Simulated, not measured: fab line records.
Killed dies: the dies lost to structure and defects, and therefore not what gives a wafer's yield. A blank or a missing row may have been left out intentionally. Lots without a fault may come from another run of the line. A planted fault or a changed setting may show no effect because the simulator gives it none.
fab line records    flow n5Finfet
[record] lots = 11  wafers = 31  lastDay = 18
route steps=1938 shown BEOL_M14@1763 MIM_TOP_ETCH@1853 TV_OPEN@1889 PASSIVATION@1910
lots untouched by any fault: they come from a run of this same line in which no faults occurred
startH: the number of hours between the record's first day and the start of the first shown wafer of the lot    waitH: how many hours have passed since the lot's step before this one    " identical to the entry in the row above    L1.1+2: a single row standing in for several wafers    - either no value or no given start    * or withheld: withheld    < > ~ a bound
route shown NAME@n: a module of which the file shows steps, and the number in the route of the first    usual: mean/standard deviation of fault-free wafers    same: alike in all rows    chamber/n: place in a boat    sites: per-site readings    _std_site: the values' standard deviation    _edge_site: mean of outer sites minus mean of inner sites    radiusMm: for every site, how far away it sits from the centre of the wafer    mask NAME#n: copy n    behind: tool/chamber where the wafer was last shaped    hold: why the lot went on hold/how many hours it stayed there/how the hold came to an end    device: names the non-switching transistor (n, p or np)    end of line: the tests these same wafers got at the end of their route    step lacking rows: just its recipe    killed: dies that structure and defects cost at the first sort, which is not the same as the wafer's yield    map: dies across one wafer; x = killed, . = not, _ = none there
set.NAME: the run value of the setting; set.NAME@STEP: its run value at that earlier step    model.NAME: the simulator's own value behind a step, which no gauge read
one table for each step of the route and one row for each wafer, over a sample of lots
services: the hour from which a tool's chamber was out of use, counted from the record's first day as startH (under 0 if before that day), plus the number of hours and why
[[steps]]
[step N5_BEOL_M14_SPUTTER_44]
[recipe] material = Ta  targetThkA = 150  tempC = 50  biasV = 80  powerW = 15000  chamberPressurePa = 0.07  timeS = 24.19
[usual] susceptorTempC = 50.00/0.12  throttleValvePct = 30.1/0.65
lot.wafer  tool           chamber  startH  waitH  susceptorTempC  throttleValvePct
L630.2     pvdSputter-01  -        240.85  0.0    50.04           30.1
L630.3     "              -        "       "      50.01           29.7
L630.4     "              -        "       "      50.00           30.0
L631.3     pvdSputter-03  -        253.05  0.0    50.16           29.7
L631.5     "              -        "       "      50.09           30.3
L632.1     pvdSputter-01  -        256.59  0.0    49.98           30.4
L632.2     "              -        "       "      49.95           29.5
L632.5     "              -        "       "      50.04           30.0
L642.1     pvdSputter-01  -        324.11  0.0    50.04           30.3
L642.3     "              -        "       "      49.99           29.6
L642.4     "              -        "       "      50.07           30.3
L643.2     pvdSputter-03  -        329.99  0.0    50.07           31.5
L643.3     "              -        "       "      49.76           29.5
L641.1     pvdSputter-01  -        330.27  0.0    50.05           30.2
L641.2     "              -        "       "      50.42           29.7
L641.5     "              -        "       "      49.80           30.3
L644.2     pvdSputter-02  -        337.03  0.0    50.07           29.9
L644.5     "              -        "       "      49.92           30.1
L644.6     "              -        "       "      50.10           29.8
L646.1     pvdSputter-03  -        348.29  0.0    49.94           31.5
L646.2     "              -        "       "      50.01           29.6
L646.3     "              -        "       "      49.85           30.1
L645.2     pvdSputter-03  -        356.03  0.0    49.88           30.4
L645.3     "              -        "       "      49.86           31.7
L645.6     "              -        "       "      49.88           29.6
L650.1     pvdSputter-03  -        383.29  0.0    49.94           30.4
L650.2     "              -        "       "      49.81           31.5
L650.5     "              -        "       "      49.97           29.6
L652.2     pvdSputter-03  -        394.52  0.0    49.98           31.4
L652.4     "              -        "       "      50.04           29.4
L652.6     "              -        "       "      49.79           29.6
[step N5_MIM_TOP_ETCH_PECVD_03]
[recipe] material = SiNx  targetThkA = 200  tempC = 400  precursor = SiH4/NH3/N2  pressureTorr = 1.5  rfW = 300  timeS = 17.6
[usual] heaterPowerW = 769/91  showerheadPlenumPTorr = 5.11/0.069  susceptorTempC = 400.03/0.22  throttleValvePct = 40.6/2.1
lot.wafer  tool      chamber  startH  waitH  heaterPowerW  showerheadPlenumPTorr  susceptorTempC  throttleValvePct
L630.2     pecvd-02  0        261.30  -      660           5.18                   400.12          38.6
L630.3     "         2        "       "      646           5.04                   399.87          39.2
L630.4     "         2        "       "      644           5.02                   400.04          39.2
L631.3     pecvd-01  0        262.57  -      738           5.12                   399.93          43.0
L631.5     "         0        "       "      736           5.14                   399.80          43.0
L632.1     pecvd-03  0        265.58  -      840           5.11                   399.88          41.8
L632.2     "         1        "       "      785           5.24                   400.08          41.4
L632.5     "         1        "       "      809           5.24                   400.43          41.6
L642.1     pecvd-03  0        337.59  -      785           5.09                   399.99          42.2
L642.3     "         0        "       "      803           5.11                   400.02          42.0
L642.4     "         2        "       "      816           5.13                   399.96          37.5
L643.2     pecvd-03  2        342.33  -      886           5.14                   400.21          37.8
L643.3     "         2        "       "      867           5.15                   400.24          37.3
L641.1     pecvd-01  2        342.37  -      707           5.09                   399.95          40.5
L641.2     "         1        "       "      573           5.09                   399.91          40.0
L641.5     "         0        "       "      675           5.12                   400.04          43.2
L644.2     pecvd-03  0        346.43  -      847           5.09                   399.67          41.9
L644.5     "         0        "       "      857           5.09                   399.89          41.8
L644.6     "         1        "       "      838           5.25                   400.39          41.7
L646.1     pecvd-02  2        368.93  -      668           5.04                   399.65          39.3
L646.2     "         1        "       "      907           4.97                   400.01          43.8
L646.3     "         0        "       "      783           5.18                   400.24          38.8
L645.2     pecvd-03  1        375.83  -      791           5.24                   400.02          41.2
L645.3     "         2        "       "      803           5.15                   400.22          38.1
L645.6     "         1        "       "      794           5.24                   400.12          41.6
L650.1     pecvd-01  2        395.34  -      716           5.08                   399.84          40.9
L650.2     "         0        "       "      665           5.13                   399.96          42.9
L650.5     "         2        "       "      700           5.08                   400.10          40.8
L652.2     pecvd-03  2        411.94  -      896           5.15                   399.72          38.2
L652.4     "         0        "       "      786           5.11                   400.16          41.9
L652.6     "         1        "       "      800           5.25                   399.65          41.4
[step N5_PASSIVATION_STRIP_14]
[recipe] chemistry = O2  powerW = 600  tempC = 60  pressureMtorr = 30  rfFrequencyHz = 6e+07  biasPowerW = 0  overashFraction = 0.5  o2FlowSccm = 225
[usual] drypumpMotorCurrentA = 5.8/0.42  oesProductAu = 0.76/0.088  rfVppV = 3.6/0.99  showerheadPlenumPTorr = 2.10/0.076  throttleValvePct = 16.77/0.24
lot.wafer  tool        chamber  startH  waitH  drypumpMotorCurrentA  oesProductAu  rfHoursCounterH  rfVppV  showerheadPlenumPTorr  throttleValvePct
L630.2     rieDiel-05  1        263.78  0.1    5.7                   0.70          198              3.1     2.00                   17.14
L630.3     "           2        "       "      5.6                   0.71          236              2.5     2.15                   16.72
L630.4     "           0        "       "      5.9                   0.83          98               4.1     2.19                   16.67
L631.3     rieDiel-05  3        265.24  0.1    5.6                   0.70          243              4.9     2.16                   16.84
L631.5     "           2        "       "      5.6                   0.70          -                4.4     2.15                   16.72
L632.1     rieDiel-05  1        268.95  0.1    5.7                   0.69          199              4.1     2.00                   17.13
L632.2     "           3        "       "      5.6                   0.69          243              3.5     2.16                   16.84
L632.5     "           0        "       "      5.9                   0.80          -                6.4     2.19                   16.67
L642.1     rieDiel-05  3        340.42  0.1    5.6                   0.92          12               4.6     2.16                   16.42
L642.3     "           0        "       "      5.8                   0.78          122              3.0     2.18                   16.72
L642.4     "           2        "       "      5.6                   0.94          3                3.4     2.14                   16.27
L643.2     rieDiel-01  2        346.44  0.1    5.9                   0.69          234              4.6     2.13                   16.86
L643.3     "           1        "       "      6.5                   0.84          93               4.0     2.11                   16.59
L641.1     rieDiel-01  0        347.42  0.1    6.0                   0.74          201              2.4     2.02                   17.10
L641.2     "           1        "       "      6.5                   0.85          93               4.4     2.11                   16.57
L641.5     "           0        "       "      6.0                   0.74          -                4.5     2.02                   17.06
L644.2     rieDiel-01  1        350.94  0.1    6.5                   0.83          94               3.0     2.11                   16.59
L644.5     "           3        "       "      5.0                   0.68          -                1.2     2.00                   16.83
L644.6     "           0        "       "      6.0                   0.73          -                3.5     2.02                   17.07
L646.1     rieDiel-02  3        376.00  0.1    5.9                   0.97          3                1.8     2.25                   16.47
L646.2     "           0        "       "      5.7                   0.70          221              4.0     2.07                   16.69
L646.3     "           2        "       "      4.9                   0.69          245              3.8     2.05                   16.65
L645.2     rieDiel-01  2        379.22  0.1    6.0                   0.68          243              4.8     2.13                   16.85
L645.3     "           1        "       "      6.5                   0.83          101              3.2     2.11                   16.60
L645.6     "           1        "       "      6.5                   0.84          -                3.8     2.11                   16.58
L650.1     rieDiel-02  2        398.45  0.1    5.0                   0.69          254              3.7     2.05                   16.66
L650.2     "           0        "       "      5.8                   0.70          229              3.9     2.07                   16.70
L650.5     "           2        "       "      4.9                   0.69          -                5.2     2.05                   16.64
L652.2     rieDiel-01  0        415.46  0.1    6.0                   0.72          223              3.5     2.01                   17.10
L652.4     "           2        "       "      6.0                   0.99          0                3.2     2.13                   16.40
L652.6     "           0        "       "      6.0                   0.72          -                2.9     2.01                   17.15
[step N5_PASSIVATION_ETCH_59]
[recipe] chemistry = Cl2/BCl3  target = TaN  targetDepthA = 650  timeS = 34.9  ionEnergyEv = 100  pressureMtorr = 10  icpW = 900  biasW = 100  Cl2_flow_sccm = 60  bcl3FlowSccm = 30
[usual] bcl3FlowSccm = 30.00/0.088  drypumpMotorCurrentA = 5.9/0.32  mfcCl2Sccm = 60.00/0.22  oesProductAu = 0.82/0.07  throttleValvePct = 21.06/0.27
lot.wafer  tool         chamber  startH  waitH  bcl3FlowSccm  drypumpMotorCurrentA  mfcCl2Sccm  oesProductAu  rfHoursCounterH  throttleValvePct
L630.2     rieMetal-01  0        265.65  0.3    29.82         5.7                   59.99       0.88          14               20.65
L630.3     "            0        "       "      29.94         5.7                   59.93       0.88          -                20.67
L630.4     "            1        "       "      29.95         6.1                   59.85       0.84          -                21.34
L631.3     rieMetal-03  1        268.57  0.2    29.96         5.5                   60.06       0.71          -                21.19
L631.5     "            0        "       "      30.17         5.7                   59.88       0.96          -                20.87
L632.1     rieMetal-01  1        271.23  0.3    30.06         6.1                   59.92       0.85          27               21.35
L632.2     "            0        "       "      30.08         5.7                   60.30       0.89          15               20.67
L632.5     "            0        "       "      30.03         5.7                   59.98       0.88          -                20.67
L642.1     rieMetal-03  1        342.38  0.3    29.97         5.5                   59.71       0.71          84               21.20
L642.3     "            1        "       "      29.90         5.5                   59.98       0.71          -                21.17
L642.4     "            0        "       "      29.90         5.7                   60.28       0.90          -                20.93
L643.2     rieMetal-01  0        349.94  0.3    30.02         5.7                   59.86       0.85          22               20.68
L643.3     "            1        "       "      29.93         6.1                   60.03       0.82          -                21.39
L641.1     rieMetal-02  0        350.01  0.3    30.04         6.3                   59.99       0.82          23               21.28
L641.2     "            1        "       "      30.00         6.5                   60.45       0.70          89               21.08
L641.5     "            1        "       "      29.95         6.5                   60.05       0.71          -                21.08
L644.2     rieMetal-01  1        353.84  0.3    29.95         6.1                   60.34       0.81          35               21.37
L644.5     "            0        "       "      29.95         5.7                   60.48       0.86          -                20.66
L644.6     "            1        "       "      29.96         6.0                   60.15       0.83          -                21.35
L646.1     rieMetal-01  0        377.61  0.3    30.06         5.7                   59.69       0.84          25               20.70
L646.2     "            1        "       "      30.03         6.0                   59.80       0.82          37               21.36
L646.3     "            0        "       "      29.97         5.7                   60.03       0.84          -                20.69
L645.2     rieMetal-02  1        381.19  0.3    30.12         6.5                   59.65       0.71          91               21.07
L645.3     "            1        "       "      30.05         6.5                   59.60       0.70          -                21.09
L645.6     "            1        "       "      30.09         6.5                   59.94       0.70          -                21.10
L650.1     rieMetal-02  1        400.18  0.3    29.95         6.5                   60.02       0.70          93               21.09
L650.2     "            0        "       "      30.19         6.3                   60.04       0.80          27               21.28
L650.5     "            0        "       "      29.92         6.3                   59.83       0.79          -                21.29
L652.2     rieMetal-01  1        417.16  0.3    29.98         6.1                   59.97       0.80          41               21.37
L652.4     "            0        "       "      30.00         5.7                   60.18       0.83          -                20.68
L652.6     "            1        "       "      29.97         6.1                   60.04       0.81          -                21.34
[step N5_PASSIVATION_PROBE_49]
[usual] defectLimitedYield = 91.0/1.3  killed_at_M0_to_M3 = 36/9.5  killed_at_M4_up = 14/5.6  killedAtContacts = 12/6.4  killedAtFrontEnd = 40/10  killedAtOther = 3.2/3  killedDies = 107/15  killedOpen = 69/12  killedShort = 35/7.7  sort_bin_5_function = 5.3/0.91  sort_bin_6_memory = 3.3/0.65  sort_bin_8_speed = 0.00/0.012  sortNPass = 1073/15  sortYieldPct = 91.0/1.3
[same] grossDies = 1180  killedAtBackSide = 0  sort_bin_4_leakage[%] = 0
lot.wafer  tool       chamber  startH  waitH  defectLimitedYield[%]  killed_at_M0_to_M3  killed_at_M4_up  killedAtContacts  killedAtFrontEnd  killedAtOther  killedDies  killedOpen  killedShort  sort_bin_5_function[%]  sort_bin_6_memory[%]  sort_bin_8_speed[%]  sortNPass  sortYieldPct[%]
L642.1     prober-02  -        347.34  0.0    82.6                   17                  143              8                 34                3              205         30          36           10.3                    3.5                   0                    975        82.6
L642.3     prober-02  -        347.44  0.1    81.4                   31                  152              8                 25                3              219         49          29           11.7                    3.9                   0                    961        81.4
L642.4     prober-02  -        347.49  0.2    80.3                   20                  156              7                 42                7              232         48          29           11.4                    4.3                   0                    948        80.3
L641.1     prober-01  -        354.68  0.0    80.3                   24                  148              8                 46                6              232         61          30           11.1                    4.6                   0                    948        80.3
L641.2     prober-01  -        354.73  0.1    82.1                   23                  144              12                30                2              211         38          38           10.9                    3.5                   0                    969        82.1
L641.5     prober-01  -        354.88  0.2    78.2                   35                  156              12                52                2              257         66          38           13.8                    5.3                   0                    923        78.2
// killed by level:class
L642.1 BEOL_M14:unspecified=137 FIN_SAQP:geometricParticle:short=8 FIN_SAQP:geometricParticle:open=6 MOL_CONTACT_COAG:geometricParticle:open=6 BEOL_M1:geometricParticle:short=5 BEOL_M0_SAQP:geometricParticle:short=4 BEOL_M0_SAQP:geometricParticle:open=4 GATE_CUT:geometricParticle:short=3
L642.3 BEOL_M14:unspecified=140 BEOL_M0_SAQP:geometricParticle:short=14 MOL_CONTACT_COAG:geometricParticle:open=8 BEOL_M0_SAQP:geometricParticle:open=8 FIN_SAQP:geometricParticle:open=7 BEOL_M1:geometricParticle:open=6 FIN_SAQP:geometricParticle:short=4 BEOL_M3:geometricParticle:open=3
L642.4 BEOL_M14:unspecified=147 FIN_SAQP:geometricParticle:short=14 HKMG_FIN:areaEtch=7 MOL_CONTACT_COAG:geometricParticle:open=6 BEOL_M1:geometricParticle:open=6 GATE_CUT:geometricParticle:open=5 BEOL_M3:geometricParticle:open=5 BEOL_M4:geometricParticle:open=5
L641.1 BEOL_M14:unspecified=137 STI_FIN_REVEAL:geometricParticle:open=14 BEOL_M0_SAQP:geometricParticle:open=7 FIN_SAQP:geometricParticle:open=6 FIN_SAQP:geometricParticle:short=6 MOL_CONTACT_COAG:geometricParticle:open=5 BEOL_M0_SAQP:geometricParticle:short=5 STI_FIN_REVEAL:geometricParticle:short=4
L641.2 BEOL_M14:unspecified=135 MOL_CONTACT_COAG:geometricParticle:open=9 FIN_SAQP:geometricParticle:short=8 GATE_CUT:geometricParticle:short=5 STI_FIN_REVEAL:geometricParticle:open=4 DUMMY_GATE:geometricParticle:open=4 BEOL_M0_SAQP:geometricParticle:short=4 BEOL_M0_SAQP:geometricParticle:open=4
L641.5 BEOL_M14:unspecified=151 BEOL_M0_SAQP:geometricParticle:open=12 MOL_CONTACT_COAG:geometricParticle:open=10 GATE_CUT:geometricParticle:short=9 FIN_SAQP:geometricParticle:short=8 BEOL_M0_SAQP:geometricParticle:short=8 FIN_SAQP:geometricParticle:open=7 STI_FIN_REVEAL:geometricParticle:open=7
[[services]]
tool           chamber  startH  hours  kind
pecvd-02       -        226.68  1.2    repair
rieMetal-01    -        249.72  2.8    pm
rieMetal-01    -        255.36  4.0    pm
pvdSputter-01  -        265.37  5.6    repair
pecvd-03       0        300.29  4.7    repair
rieMetal-02    -        304.64  2.8    pm
pecvd-02       -        307.51  5.5    pm
pecvd-03       1        319.50  25.3   repair
pecvd-02       -        337.70  3.3    repair
pvdSputter-02  -        350.92  15.4   repair
pvdSputter-01  -        363.81  5.6    repair
rieDiel-05     0        365.70  8.6    repair
pvdSputter-02  -        366.68  18.9   repair
rieDiel-01     3        374.08  -      clean
rieDiel-01     3        374.08  -      consumableReplace:focusRing
rieDiel-01     3        374.08  -      consumableReplace:showerhead
rieDiel-01     3        374.08  19.6   scheduledDown
rieDiel-01     3        374.08  19.6   ventCycle
rieDiel-01     2        395.59  -      clean
rieDiel-01     2        395.59  -      consumableReplace:focusRing
rieDiel-05     -        399.12  0.8    repair
pecvd-03       2        403.37  2.1    scheduledDown
pecvd-02       -        413.17  1.3    repair
pecvd-02       -        414.49  2.8    pm
[[key]]
[firstSign] step = N5_PASSIVATION_PROBE_49  reading = killed_at_M4_up  direction = up  sigmas = 24  usual = 14  struck = 150
[effect] step = N5_PASSIVATION_PROBE_49  reading = defectLimitedYield  direction = down  sigmas = 7.8  usual = 91.0  struck = 80.8
[moreKillsBornAt] N5_BEOL_M14_SPUTTER_44@pvdSputter-01 = 847
metAt N5_BEOL_M14_SPUTTER_44
struckLots L641,L642
notActingAt N5_MIM_TOP_ETCH_PECVD_03,N5_PASSIVATION_STRIP_14,N5_PASSIVATION_ETCH_59
onsetBetween 256.59 324.11
[fault] kind = chamberParticleSource  tool = pvdSputter-01  chamber = -  onsetH = 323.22  steps = N5_BEOL_M14_SPUTTER_44  ratePerVisitCm2 = 1.3794  endH = 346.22
